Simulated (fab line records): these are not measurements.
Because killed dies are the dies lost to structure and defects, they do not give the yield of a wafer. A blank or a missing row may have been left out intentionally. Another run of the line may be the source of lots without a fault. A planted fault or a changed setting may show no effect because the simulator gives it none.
Chamber matching / flow n5Finfet / 4 sister chambers for N5_BEOL_M11_ETCH_61 on rieDiel-03
The step etches SiARC in CF4, target depth 39 nm, time 65 s. 4 wafers are shown with their chamber, then 9 later ones without.

WAFERS PAIRED WITH THEIR CHAMBERS
wafer=L089.1; chamber=2; showerheadPlenumPTorr (Torr)=2.21
wafer=L089.3; chamber=3; showerheadPlenumPTorr (Torr)=2.06
wafer=L091.4; chamber=0; showerheadPlenumPTorr (Torr)=2.20
wafer=L091.6; chamber=1; showerheadPlenumPTorr (Torr)=2.03

WAFERS WHOSE CHAMBER IS MISSING
wafer=L090.2; showerheadPlenumPTorr (Torr)=2.03
wafer=L090.3; showerheadPlenumPTorr (Torr)=2.06
wafer=L090.5; showerheadPlenumPTorr (Torr)=2.03
wafer=L092.2; showerheadPlenumPTorr (Torr)=2.03
wafer=L092.4; showerheadPlenumPTorr (Torr)=2.21
wafer=L092.6; showerheadPlenumPTorr (Torr)=2.21
wafer=L094.1; showerheadPlenumPTorr (Torr)=2.20
wafer=L094.2; showerheadPlenumPTorr (Torr)=2.05
wafer=L094.3; showerheadPlenumPTorr (Torr)=2.03

WHICH CHAMBER EACH WENT THROUGH
wafer=L090.2; from the rows above=1; in truth=1
wafer=L090.3; from the rows above=3; in truth=3
wafer=L090.5; from the rows above=1; in truth=1
wafer=L092.2; from the rows above=1; in truth=1
wafer=L092.4; from the rows above=2; in truth=2
wafer=L092.6; from the rows above=2; in truth=2
wafer=L094.1; from the rows above=0; in truth=0
wafer=L094.2; from the rows above=3; in truth=3
wafer=L094.3; from the rows above=1; in truth=1
Placed correctly: 9 of 9. Can't be placed from these rows: 0. Wrongly placed: 0.
How it was worked out, from the rows above alone: a wafer's distance from a chamber is the root of the sum, over the readings, of the square of ((its reading less the chamber's mean) divided by the reading's scatter). If the next closest chamber is less than 2 further off than the closest, the wafer can't be placed; otherwise it belongs to the closest. A chamber's mean is the mean of its shown wafers. The scatter: with one shown wafer a chamber, the root of the mean of the squares of how far each hidden wafer lies from its nearest shown one.
